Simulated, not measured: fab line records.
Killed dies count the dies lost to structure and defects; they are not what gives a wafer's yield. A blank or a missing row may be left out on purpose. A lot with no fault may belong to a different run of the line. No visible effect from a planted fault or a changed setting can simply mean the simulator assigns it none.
Chamber matching    flow n5Finfet    rieDiel-04 running N5_BEOL_M3_VIA_ETCH_34: 4 sister chambers
The step etches the open film in C4F6/O2, target depth 69.4 nm, time 65.9 s. 4 wafers are shown with their chamber, then 7 later ones without.

== EACH WAFER AND ITS CHAMBER ==
wafer   chamber  throttleValvePct (%)
L079.6  3        30.81
L085.4  1        30.97
L091.1  0        30.53
L091.2  2        31.06

== WAFERS WHOSE CHAMBER IS MISSING ==
wafer   throttleValvePct (%)
L091.4  30.97
L092.2  30.99
L092.4  31.06
L092.5  30.53
L096.1  30.68
L096.3  31.06
L096.4  30.55

== CHAMBER TAKEN BY EACH ==
wafer   from the rows above      in truth
L091.4  can't be placed: 1 or 2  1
L092.2  can't be placed: 1 or 2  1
L092.4  can't be placed: 2 or 1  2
L092.5  0                        0
L096.1  can't be placed: 3 or 0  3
L096.3  can't be placed: 2 or 1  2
L096.4  0                        0
Correct placement for 2 of the 7. Unplaceable from these rows: 5, with the true chamber sitting among the candidates in 5. Number placed wrongly: 0.
How it was worked out, from the rows above alone: a wafer's distance from a chamber is the root of the sum, over the readings, of the square of ((its reading less the chamber's mean) divided by the reading's scatter). The wafer belongs to the nearest chamber; if the next one is less than 2 further off, it can't be placed. The mean given for a chamber averages the wafers shown for that chamber. The scatter: with one shown wafer a chamber, the root of the mean of the squares of how far each hidden wafer lies from its nearest shown one.
